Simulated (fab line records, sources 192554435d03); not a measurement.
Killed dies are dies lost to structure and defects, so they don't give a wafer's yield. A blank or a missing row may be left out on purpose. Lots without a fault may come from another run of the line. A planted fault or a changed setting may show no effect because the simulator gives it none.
fab line records | flow n5_finfet
record lots=7 wafers=21 last_day=20
route steps=1938 shown BEOL_M9@1419 PASSIVATION@1936
lots that met no fault: from a run of the same line without faults
start_h: hours from the record's first day to the start of the lot's first wafer shown | wait_h: hours since the lot's step before | " the same as in the row above | L1.1+2: a row that stands for several wafers | - no value, or no start given | * or withheld: withheld | < > ~ a bound
route shown NAME@n: a module of which the file shows steps, and the number in the route of the first | usual: mean/standard deviation of fault-free wafers | same: alike in all rows | chamber/n: place in a boat | sites: the reading at each site | _std_site: their standard deviation | _edge_site: outer sites' mean less inner sites' | radius_mm: how far each site lies from the wafer's centre | mask NAME#n: copy n | behind: the tool/chamber that last shaped the wafer | hold: why the lot was held/for how many hours/how that ended | device: the transistor (n, p or np) that didn't switch | end of line: the same wafers' tests at the end of the route | a step without rows: its recipe alone | killed: dies lost to structure and defects at the first sort, not the wafer's yield | map: a wafer's dies, x killed, . not, _ none there
set.NAME: the setting as run; set.NAME@STEP: as run at that earlier step | model.NAME: the simulator's own value behind a step, which no gauge read
lots at some steps of the route; a table a step, a row a wafer
services: from which hour (start_h, from the record's first day; less than 0 if before it) a tool's chamber was out of use, for how many hours, and why
## steps
# step N5_BEOL_M9_ETCH_62
# recipe chemistry=N2/H2 target=SOC target_depth_a=1100 overetch_a=220 mask_material=SiARC temp_c=40 time_s=165 ion_energy_ev=200 pressure_mtorr=30 source_w=840 bias_w=150 n2_flow_sccm=200 h2_flow_sccm=200
# usual drypump_motor_current_A=5.8/0.55 oes_product_au=0.68/0.06 rf_vpp_V=523.4/2.4 showerhead_plenum_p_Torr=2.53/0.082 temp_c=40.00/0.13 throttle_valve_pct=17.69/0.18
# columns lot.wafer tool chamber start_h wait_h drypump_motor_current_A oes_product_au rf_hours_counter_h rf_vpp_V showerhead_plenum_p_Torr temp_c throttle_valve_pct
L609.2 rie_diel-02 3 236.40 0.0 4.8 0.68 78 522.7 2.47 40.30 17.54
L609.3 " 0 " " 5.8 0.68 109 522.8 2.56 40.00 17.37
L609.5 " 3 " " 4.7 0.69 - 521.3 2.47 40.19 17.55
L614.1 rie_diel-02 0 275.50 0.0 5.8 0.67 119 524.4 2.55 40.05 17.39
L614.2 " 1 " " 6.4 0.71 59 528.8 2.69 40.12 17.81
L614.3 " 3 " " 4.7 0.67 89 521.9 2.46 39.94 17.57
L615.1 rie_diel-06 1 275.83 0.0 5.2 0.66 121 521.2 2.45 40.17 17.78
L615.4 " 3 " " 5.8 0.66 - 519.9 2.45 39.87 17.97
L615.5 " 2 " " 6.6 0.84 - 522.4 2.49 40.13 17.62
L619.1 rie_diel-05 3 308.68 0.0 5.8 0.62 183 526.5 2.64 39.81 17.57
L619.4 " 0 " " 5.0 0.63 193 525.1 2.64 39.73 17.69
L619.6 " 0 " " 5.0 0.63 - 526.7 2.64 39.79 17.68
L626.1 rie_diel-02 0 341.53 0.0 5.8 0.66 140 524.8 2.54 40.08 17.43
L626.5 " 1 " " 6.4 0.69 - 527.7 2.68 39.94 17.84
L626.6 " 0 " " 5.8 0.65 - 525.7 2.54 40.24 17.43
L627.1 rie_diel-06 2 344.86 0.0 6.6 0.78 25 522.7 2.48 40.15 17.67
L627.3 " 3 " " 5.8 0.64 158 520.7 2.44 40.07 18.01
L627.6 " 3 " " 5.8 0.64 - 519.8 2.44 39.86 18.02
L632.3 rie_diel-02 3 397.05 0.0 4.7 0.64 129 522.8 2.45 39.94 17.63
L632.4 " 1 " " 6.4 0.67 97 528.2 2.67 39.95 17.86
L632.6 " 3 " " 4.7 0.64 - 523.0 2.45 39.90 17.61
# step N5_BEOL_M9_STRIP_68
# recipe chemistry=N2/H2 temp_c=40 n2_flow_sccm=200 h2_flow_sccm=200 rf_frequency_hz=6e+07
# step N5_BEOL_M9_STRIP_67
# recipe chemistry=CF4 resist=SiARC power_w=300 bias_power_w=75 pressure_mtorr=50 cf4_flow_sccm=150 rf_frequency_hz=6e+07
# usual drypump_motor_current_A=5.7/0.55 oes_product_au=0.80/0.071 rf_vpp_V=271.0/1.4 showerhead_plenum_p_Torr=1.78/0.054 throttle_valve_pct=13.47/0.17
# columns lot.wafer tool chamber start_h wait_h drypump_motor_current_A oes_product_au rf_hours_counter_h rf_vpp_V showerhead_plenum_p_Torr throttle_valve_pct
L609.2 rie_diel-02 3 236.54 0.0 4.7 0.81 78 269.6 1.75 13.34
L609.3 " 0 " " 5.8 0.80 109 271.2 1.80 13.22
L609.5 " 3 " " 4.7 0.81 - 269.5 1.75 13.33
L614.1 rie_diel-02 0 275.65 0.0 5.8 0.79 119 271.6 1.80 13.23
L614.2 " 1 " " 6.4 0.83 59 274.4 1.89 13.40
L614.3 " 3 " " 4.7 0.81 89 270.4 1.74 13.36
L615.1 rie_diel-06 1 275.98 0.0 5.3 0.78 121 271.1 1.73 13.55
L615.4 " 3 " " 5.8 0.77 - 269.1 1.73 13.70
L615.5 " 2 " " 6.6 0.98 - 272.1 1.77 13.34
L619.1 rie_diel-05 3 308.83 0.0 5.8 0.74 183 272.2 1.86 13.41
L619.4 " 0 " " 5.0 0.74 193 273.5 1.86 13.59
L619.6 " 0 " " 5.0 0.74 - 274.2 1.85 13.57
L626.1 rie_diel-02 0 341.68 0.0 5.8 0.77 140 271.8 1.79 13.29
L626.5 " 1 " " 6.4 0.80 - 273.8 1.88 13.47
L626.6 " 0 " " 5.8 0.77 - 270.5 1.79 13.28
L627.1 rie_diel-06 2 345.01 0.0 6.6 0.91 25 270.9 1.76 13.38
L627.3 " 3 " " 5.8 0.76 158 270.6 1.72 13.76
L627.6 " 3 " " 5.8 0.75 - 271.4 1.72 13.77
L632.3 rie_diel-02 3 397.19 0.0 4.7 0.77 129 270.3 1.73 13.46
L632.4 " 1 " " 6.4 0.79 97 273.7 1.88 13.48
L632.6 " 3 " " 4.7 0.76 - 269.7 1.73 13.46
# step N5_BEOL_M9_HM_OPEN_17
# recipe chemistry=Cl2/BCl3 target_depth_a=200 overetch_a=60 target=TiN mask_material=SOC ion_energy_ev=150 pressure_mtorr=10 icp_w=1000 bias_w=126 Cl2_flow_sccm=53.25 bcl3_flow_sccm=21.75 Ar_flow_sccm=25
# usual drypump_motor_current_A=5.7/0.38 he_backside_leak_sccm=3.3/0.39 oes_product_au=0.68/0.073 throttle_valve_pct=22.09/0.14
# columns lot.wafer tool chamber start_h wait_h drypump_motor_current_A he_backside_leak_sccm oes_product_au rf_hours_counter_h throttle_valve_pct
L609.2 rie_metal-01 1 236.59 0.0 6.2 3.3 0.83 0 21.87
L609.3 " 1 " " 6.2 3.3 0.83 - 21.88
L609.5 " 0 " " 5.6 3.1 0.75 - 22.11
L614.1 rie_metal-03 0 275.70 0.0 4.9 3.2 0.66 45 22.39
L614.2 " 1 " " 5.8 3.6 0.65 55 22.04
L614.3 " 1 " " 5.8 3.2 0.65 - 22.03
L615.1 rie_metal-03 0 276.06 0.1 4.9 3.2 0.66 46 22.40
L615.4 " 1 " " 5.8 3.1 0.65 - 22.07
L615.5 " 1 " " 5.8 3.4 0.65 - 22.07
L619.1 rie_metal-02 1 308.87 0.0 5.5 3.3 0.56 91 22.12
L619.4 " 0 " " 6.0 3.7 0.71 - 22.03
L619.6 " 1 " " 5.5 3.2 0.55 - 22.13
L626.1 rie_metal-02 1 341.72 0.0 5.5 3.4 0.55 93 22.13
L626.5 " 1 " " 5.5 3.1 0.56 - 22.15
L626.6 " 0 " " 6.0 3.2 0.70 - 22.03
L627.1 rie_metal-02 1 345.05 0.0 5.5 3.2 0.55 94 22.12
L627.3 " 0 " " 6.0 3.7 0.71 - 22.04
L627.6 " 0 " " 6.0 3.4 0.71 - 22.02
L632.3 rie_metal-01 1 397.27 0.1 6.2 3.6 0.73 - 21.91
L632.4 " 0 " " 5.6 3.2 0.70 - 22.16
L632.6 " 0 " " 5.5 3.2 0.69 - 22.13
# step N5_BEOL_M9_STRIP_19
# recipe chemistry=O2 power_w=400 temp_c=40 pressure_mtorr=30 rf_frequency_hz=6e+07 bias_power_w=0 overash_fraction=0.2 o2_flow_sccm=225
# usual drypump_motor_current_A=5.7/0.58 o2_flow_sccm=225.0/0.7 oes_product_au=0.80/0.068 rf_vpp_V=3.7/0.58 showerhead_plenum_p_Torr=2.09/0.069 temp_c=40.00/0.12 throttle_valve_pct=16.58/0.17
# columns lot.wafer tool chamber start_h wait_h drypump_motor_current_A o2_flow_sccm oes_product_au rf_hours_counter_h rf_vpp_V showerhead_plenum_p_Torr temp_c throttle_valve_pct
L609.2 rie_diel-05 3 236.70 0.1 5.8 225.8 0.74 162 4.3 2.19 40.06 16.48
L609.3 " 2 " " 5.3 224.6 0.90 45 3.9 2.04 39.98 16.42
L609.5 " 1 " " 6.0 225.2 0.74 - 3.3 2.09 39.99 16.49
L614.1 rie_diel-02 3 275.94 0.2 4.7 224.7 0.80 89 4.5 2.02 39.93 16.39
L614.2 " 1 " " 6.4 225.3 0.84 59 3.7 2.23 40.11 16.60
L614.3 " 2 " " 6.1 224.8 0.80 94 3.6 2.12 40.15 16.74
L615.1 rie_diel-06 3 276.17 0.1 5.8 224.8 0.77 134 3.8 2.03 39.77 16.87
L615.4 " 2 " " 6.6 225.3 0.99 - 4.5 2.06 40.20 16.52
L615.5 " 3 " " 5.8 224.1 0.77 - 4.6 2.03 40.02 16.88
L619.1 rie_diel-02 1 308.98 0.1 6.4 226.0 0.83 69 4.0 2.23 40.00 16.63
L619.4 " 3 " " 4.7 225.1 0.79 99 3.6 2.02 40.01 16.38
L619.6 " 0 " " 5.7 225.0 0.78 - 3.2 2.11 40.02 16.41
L626.1 rie_diel-02 1 341.93 0.2 6.4 225.8 0.83 81 4.4 2.22 40.03 16.66
L626.5 " 2 " " 6.1 223.3 0.77 - 3.5 2.11 40.20 16.82
L626.6 " 3 " " 4.7 224.7 0.78 - 3.7 2.01 39.99 16.42
L627.1 rie_diel-02 1 345.17 0.1 6.4 224.4 0.80 83 3.0 2.22 39.97 16.66
L627.3 " 2 " " 6.1 225.2 0.77 120 4.2 2.11 39.93 16.82
L627.6 " 0 " " 5.7 225.5 0.77 - 2.9 2.11 40.01 16.43
L632.3 rie_diel-06 3 397.35 0.1 5.8 224.6 0.74 174 2.9 2.01 39.83 16.94
L632.4 " 1 " " 5.2 224.8 0.74 162 3.1 2.02 39.85 16.77
L632.6 " 3 " " 5.8 225.3 0.73 - 4.7 2.01 39.93 16.97
# step N5_BEOL_M9_CD_MEAS_18
# recipe pitch_nm=140 target_cd_nm=70
# usual cd_nm=70.0/0.49
# columns lot.wafer tool chamber start_h wait_h cd_nm
L609.2 cd_sem-03 - 236.77 0.1 70.0
L609.3 " - " " 70.2
L609.5 " - " " 69.2
L614.1 cd_sem-03 - 276.01 0.0 70.0
L614.2 " - " " 70.2
L614.3 " - " " 70.3
L615.1 cd_sem-01 - 276.24 0.0 71.0
L615.4 " - " " 70.4
L615.5 " - " " 70.1
L619.1 cd_sem-02 - 309.05 0.0 70.1
L619.4 " - " " 70.3
L619.6 " - " " 69.4
L626.1 cd_sem-03 - 342.00 0.0 69.8
L626.5 " - " " 69.8
L626.6 " - " " 69.8
L627.1 cd_sem-01 - 345.24 0.0 71.5
L627.3 " - " " 70.0
L627.6 " - " " 71.0
L632.3 cd_sem-03 - 397.42 0.1 69.2
L632.4 " - " " 69.4
L632.6 " - " " 69.7
# step N5_BEOL_M9_COAT_63
# recipe resist=SOC temp_c=250 time_s=60 spin_rpm=1500 resist_thk_nm=60
# step N5_BEOL_M9_COAT_64
# recipe resist=SiARC temp_c=220 time_s=60 spin_rpm=1500 resist_thk_nm=12
# step N5_BEOL_M9_COAT_75
# recipe resist=underlayer temp_c=205 time_s=60 spin_rpm=1500 resist_thk_nm=5
# step N5_BEOL_M9_COAT_22
# recipe resist=CAR-EUV spin_rpm=1500 resist_thk_nm=30
# step N5_BEOL_M9_EBR_24
# recipe solvent=PGMEA ebr_width_mm=1.5
# step N5_BEOL_M9_SOFTBAKE_23
# recipe temp_c=110 time_s=60 resist=CAR-EUV
# step N5_BEOL_M9_EXPOSE_25
# recipe mask_id=V8 na=0.33 source_shape=annular sigma_inner=0.4 sigma_outer=0.8 polarization=unpolarized dose_mj=37.25
# usual focus_offset_nm=0.1/0.45
# columns lot.wafer tool chamber start_h wait_h mask focus_offset_nm model.BEOL_M9.overlay_x_nm
L609.2 euv_scanner-01 0 246.34 - V8#0 -0.2 -0.6
L609.3 " 0 " " V8#0 0.4 -0.6
L609.5 " 0 " " V8#0 0.2 -0.6
L615.1 euv_scanner-01 0 278.55 - V8#0 0.3 12
L615.4 " 0 " " V8#0 -0.4 12
L615.5 " 0 " " V8#0 0.3 12
L614.1 euv_scanner-01 0 281.81 - V8#0 -0.3 11.2
L614.2 " 0 " " V8#0 0.4 11.2
L614.3 " 0 " " V8#0 0.4 11.2
L619.1 euv_scanner-01 0 309.35 - V8#0 -0.1 11.4
L619.4 " 0 " " V8#0 0.3 11.4
L619.6 " 0 " " V8#0 0.6 11.4
L626.1 euv_scanner-02 0 343.41 - V8#0 0.6 0.2
L626.5 " 0 " " V8#0 1.2 0.2
L626.6 " 0 " " V8#0 0.0 0.2
L627.1 euv_scanner-02 0 346.18 - V8#0 -0.3 -0.6
L627.3 " 0 " " V8#0 0.1 -0.6
L627.6 " 0 " " V8#0 0.1 -0.6
L632.3 euv_scanner-02 0 399.85 - V8#0 0.3 -0.2
L632.4 " 0 " " V8#0 -0.7 -0.2
L632.6 " 0 " " V8#0 0.1 -0.2
# step N5_BEOL_M9_PEB_26
# recipe peb_temp_c=100 peb_time_s=60 resist=CAR-EUV
# step N5_BEOL_M9_DEVELOP_27
# recipe develop_time_s=30 developer=TMAH resist=CAR-EUV rinse_liquid=surfactant_rinse dry=air_spin dev_temp_c=23
# step N5_BEOL_M9_CD_MEAS_28
# recipe target_cd_nm=70 landing_energy_ev=500 detector=se_inlens polarity=opening
# usual cd_nm=70.01/0.23
# columns lot.wafer tool chamber start_h wait_h cd_nm
L609.2 cd_sem-03 0 246.46 - 70.14
L609.3 " 0 " " 70.39
L609.5 " 0 " " 70.05
L615.1 cd_sem-03 0 278.68 - 70.17
L615.4 " 0 " " 69.81
L615.5 " 0 " " 70.24
L614.1 cd_sem-03 0 281.94 - 69.95
L614.2 " 0 " " 70.36
L614.3 " 0 " " 69.89
L619.1 cd_sem-02 0 309.48 - 69.75
L619.4 " 0 " " 70.24
L619.6 " 0 " " 70.36
L626.1 cd_sem-01 0 343.54 - 69.95
L626.5 " 0 " " 70.19
L626.6 " 0 " " 69.94
L627.1 cd_sem-01 0 346.31 - 69.73
L627.3 " 0 " " 69.65
L627.6 " 0 " " 69.76
L632.3 cd_sem-01 0 399.97 - 70.25
L632.4 " 0 " " 69.85
L632.6 " 0 " " 70.09
# step N5_BEOL_M9_OVL_MEAS_29
# recipe points_per_wafer=522
# usual V8_OVL=-0.1/0.68
# columns lot.wafer tool chamber start_h wait_h V8_OVL[nm]
L609.2 overlay-02 0 246.50 0.0 -0.9
L609.3 " 0 " " -1.1
L609.5 " 0 " " -0.7
L615.1 overlay-01 0 278.71 0.0 11.3
L615.4 " 0 " " 11.7
L615.5 " 0 " " 11.2
L614.1 overlay-01 0 281.97 0.0 10.5
L614.2 " 0 " " 10.7
L614.3 " 0 " " 10.4
L619.1 overlay-01 0 309.51 0.0 12.5
L619.4 " 0 " " 11.2
L619.6 " 0 " " 10.4
L626.1 overlay-02 0 343.57 0.0 0.3
L626.5 " 0 " " 0.5
L626.6 " 0 " " 0.5
L627.1 overlay-01 0 346.34 0.0 0.6
L627.3 " 0 " " 0.5
L627.6 " 0 " " -0.6
L632.3 overlay-01 0 400.01 0.0 -0.5
L632.4 " 0 " " 0.0
L632.6 " 0 " " 0.4
# step N5_BEOL_M9_INSPECT_30
# recipe mode=adi inspect_instrument=brightfield
# usual raw_defect_count=386/97
# columns lot.wafer tool chamber start_h wait_h raw_defect_count
L609.2 defect_inspect-02 - 246.55 0.0 374
L609.3 " - " " 323
L609.5 " - " " 382
L615.1 defect_inspect-01 - 278.77 0.1 457
L615.4 " - " " 524
L615.5 " - " " 296
L614.1 defect_inspect-02 - 282.03 0.1 460
L614.2 " - " " 424
L614.3 " - " " 697
L619.1 defect_inspect-01 - 309.57 0.1 460
L619.4 " - " " 586
L619.6 " - " " 378
L626.1 defect_inspect-01 - 343.63 0.1 554
L626.5 " - " " 480
L626.6 " - " " 333
L627.1 defect_inspect-01 - 346.40 0.1 340
L627.3 " - " " 361
L627.6 " - " " 508
L632.3 defect_inspect-01 - 400.05 0.0 372
L632.4 " - " " 286
L632.6 " - " " 296
# step N5_PASSIVATION_PROBE_49
# usual defect_limited_yield=91.1/1.5 killed_at_M0_to_M3=36/11 killed_at_M4_up=14/5.6 killed_at_contacts=11/5.6 killed_at_front_end=40/12 killed_at_other=4/3.2 killed_dies=105/17 killed_open=69/12 killed_short=34/8.4 sort_bin_5_function=5.2/0.95 sort_bin_6_memory=3.3/0.63 sort_bin_8_speed=0.00/0.007 sort_n_pass=1075/17 sort_yield_pct=91.1/1.5
# same gross_dies=1180 killed_at_back_side=0 sort_bin_4_leakage[%]=0
# columns lot.wafer tool chamber start_h wait_h defect_limited_yield[%] killed_at_M0_to_M3 killed_at_M4_up killed_at_contacts killed_at_front_end killed_at_other killed_dies killed_open killed_short sort_bin_5_function[%] sort_bin_6_memory[%] sort_bin_8_speed[%] sort_n_pass sort_yield_pct[%]
L615.1 prober-01 - 339.77 0.0 91.5 19 20 9 52 0 100 62 37 5.1 3.2 0 1080 91.5
L615.4 prober-01 - 339.92 0.2 88.8 29 25 5 73 0 132 81 45 6.1 4.5 0 1048 88.8
L615.5 prober-01 - 339.97 0.2 90.0 20 14 10 73 1 118 62 52 5.9 3.5 0 1062 90.0
L614.1 prober-01 - 343.51 0.1 92.5 25 13 10 39 2 89 68 20 4.5 2.9 0 1091 92.5
L614.2 prober-01 - 343.56 0.1 93.4 18 12 10 38 0 78 54 24 4.3 2.1 0 1102 93.4
L614.3 prober-01 - 343.61 0.2 92.8 22 26 6 29 2 85 55 28 4.0 2.7 0 1095 92.8
L627.1 prober-01 - 412.49 0.0 90.5 54 16 10 25 7 112 74 36 5.8 3.2 0 1068 90.5
L627.3 prober-01 - 412.59 0.1 91.0 36 18 9 38 5 106 64 35 5.3 3.2 0 1074 91.0
L627.6 prober-01 - 412.74 0.3 89.2 49 11 13 55 0 128 80 46 6.5 3.6 0 1052 89.2
L626.1 prober-01 - 414.45 0.0 90.3 42 23 12 30 7 114 78 35 5.9 3.3 0 1066 90.3
L626.5 prober-01 - 414.65 0.2 91.5 37 15 12 35 1 100 65 29 5.1 2.8 0 1080 91.5
L626.6 prober-01 - 414.70 0.3 90.9 29 21 19 35 3 107 74 31 5.6 3.1 0 1073 90.9
# killed by level:class
L615.1 FIN_SAQP:geometric_particle:short=12 BEOL_M4:geometric_particle:open=12 FIN_SAQP:geometric_particle:open=8 MOL_CONTACT_COAG:geometric_particle:open=6 BEOL_M1:geometric_particle:open=6 DUMMY_GATE:geometric_particle:open=5 BEOL_M0_SAQP:geometric_particle:open=5 STI_FIN_REVEAL:geometric_particle:open=4
L615.4 FIN_SAQP:geometric_particle:short=15 BEOL_M4:geometric_particle:open=14 STI_FIN_REVEAL:geometric_particle:open=12 FIN_SAQP:geometric_particle:open=11 GATE_CUT:geometric_particle:short=9 BEOL_M0_SAQP:geometric_particle:open=8 DUMMY_GATE:geometric_particle:open=7 BEOL_M0_SAQP:geometric_particle:short=6
L615.5 FIN_SAQP:geometric_particle:short=22 STI_FIN_REVEAL:geometric_particle:open=19 FIN_SAQP:geometric_particle:open=10 MOL_CONTACT_COAG:geometric_particle:open=7 BEOL_M0_SAQP:geometric_particle:short=5 BEOL_M4:geometric_particle:short=4 STARTING-WAFER:geometric_particle:short=4 BEOL_M1:geometric_particle:open=4
L614.1 DUMMY_GATE:geometric_particle:open=12 FIN_SAQP:geometric_particle:open=10 FIN_SAQP:geometric_particle:short=10 MOL_CONTACT_COAG:geometric_particle:open=9 BEOL_M2:geometric_particle:open=9 BEOL_M0_SAQP:geometric_particle:open=7 BEOL_M4:geometric_particle:open=5 BEOL_M3:geometric_particle:open=4
L614.2 DUMMY_GATE:geometric_particle:open=9 MOL_CONTACT_COAG:geometric_particle:open=7 FIN_SAQP:geometric_particle:short=6 FIN_SAQP:geometric_particle:open=5 BEOL_M2:geometric_particle:open=4 STI_FIN_REVEAL:geometric_particle:open=4 BEOL_M1:geometric_particle:open=4 BEOL_M4:geometric_particle:open=4
L614.3 FIN_SAQP:geometric_particle:short=8 BEOL_M8:geometric_particle:open=7 BEOL_M2:geometric_particle:open=7 BEOL_M5:geometric_particle:open=7 FIN_SAQP:geometric_particle:open=5 BEOL_M1:geometric_particle:open=5 MOL_CONTACT_COAG:geometric_particle:open=4 BEOL_M0_SAQP:geometric_particle:open=3
L627.1 BEOL_M0_SAQP:geometric_particle:open=13 BEOL_M1:geometric_particle:open=11 BEOL_M3:geometric_particle:open=8 FIN_SAQP:geometric_particle:open=7 BEOL_M0_SAQP:geometric_particle:short=7 MOL_CONTACT_COAG:geometric_particle:open=7 BEOL_M4:geometric_particle:open=7 BEOL_M2:geometric_particle:short=4
L627.3 FIN_SAQP:geometric_particle:short=12 MOL_CONTACT_COAG:geometric_particle:open=9 BEOL_M2:geometric_particle:open=9 FIN_SAQP:geometric_particle:open=8 BEOL_M0_SAQP:geometric_particle:short=7 BEOL_M0_SAQP:geometric_particle:open=7 BEOL_M3:geometric_particle:open=5 SPACER0:geometric_particle:open=4
L627.6 BEOL_M0_SAQP:geometric_particle:short=20 FIN_SAQP:geometric_particle:open=15 BEOL_M0_SAQP:geometric_particle:open=14 MOL_CONTACT_COAG:geometric_particle:open=11 FIN_SAQP:geometric_particle:short=10 STI_FIN_REVEAL:geometric_particle:open=7 BEOL_M1:geometric_particle:open=5 BEOL_M4:geometric_particle:open=5
L626.1 BEOL_M4:geometric_particle:open=12 MOL_CONTACT_COAG:geometric_particle:open=11 BEOL_M0_SAQP:geometric_particle:open=11 BEOL_M0_SAQP:geometric_particle:short=10 FIN_SAQP:geometric_particle:open=9 FIN_SAQP:geometric_particle:short=8 BEOL_M3:geometric_particle:open=6 BEOL_M1:geometric_particle:open=5
L626.5 BEOL_M0_SAQP:geometric_particle:open=12 BEOL_M0_SAQP:geometric_particle:short=12 STI_FIN_REVEAL:geometric_particle:open=9 MOL_CONTACT_COAG:geometric_particle:open=9 DUMMY_GATE:geometric_particle:open=7 BEOL_M1:geometric_particle:open=5 BEOL_M2:geometric_particle:open=4 BEOL_M4:geometric_particle:open=4
L626.6 MOL_CONTACT_COAG:geometric_particle:open=14 BEOL_M4:geometric_particle:open=14 FIN_SAQP:geometric_particle:open=10 BEOL_M0_SAQP:geometric_particle:open=7 MOL_CONTACT_COAG:geometric_particle:short=5 BEOL_M0_SAQP:geometric_particle:short=5 DUMMY_GATE:geometric_particle:open=4 BEOL_M1:geometric_particle:open=4
## services
# columns tool chamber start_h hours kind
euv_scanner-02 - 229.62 0.8 repair
euv_scanner-02 - 234.62 1.0 pm
euv_scanner-02 - 253.28 0.4 repair
euv_scanner-01 - 253.92 1.0 pm
rie_diel-05 1 268.62 5.2 repair
rie_metal-03 - 270.81 0.8 repair
rie_metal-01 - 272.06 14.6 pm
euv_scanner-02 - 290.73 1.0 pm
euv_scanner-02 - 292.21 4.6 pm
rie_diel-05 0 295.90 7.5 repair
rie_metal-03 - 304.74 1.1 repair
rie_diel-02 - 306.21 0.9 repair
euv_scanner-01 - 310.03 1.0 pm
rie_diel-05 - 311.94 4.3 pm
rie_diel-06 0 313.92 13.7 repair
rie_metal-02 - 314.59 0.5 repair
euv_scanner-01 - 328.13 17.3 pm
rie_diel-05 - 332.69 0.7 repair
rie_metal-02 - 332.92 2.8 pm
euv_scanner-01 - 346.76 4.6 pm
euv_scanner-02 - 351.38 1.0 pm
euv_scanner-01 - 366.18 1.0 pm
euv_scanner-02 - 374.10 2.5 repair
rie_diel-06 0 386.48 5.5 repair
## key
first_sign step=N5_BEOL_M9_OVL_MEAS_29 reading=V8_OVL direction=up sigmas=16 usual=-0.1 struck=11.1
effect none on later readings
model_effect step=N5_BEOL_M9_EXPOSE_25 value=BEOL_M9.overlay_x_nm without=-0.2 struck=11.53
met_at N5_BEOL_M9_EXPOSE_25
struck_wafers L614.1,L614.2,L614.3,L615.1,L615.4,L615.5,L619.1,L619.4,L619.6
onset_between 246.34 278.55
fault kind=scanner_matching_overlay tool=euv_scanner-01 chamber=- onset_h=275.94 steps=N5_BEOL_M9_EXPOSE_25 offset=11.746
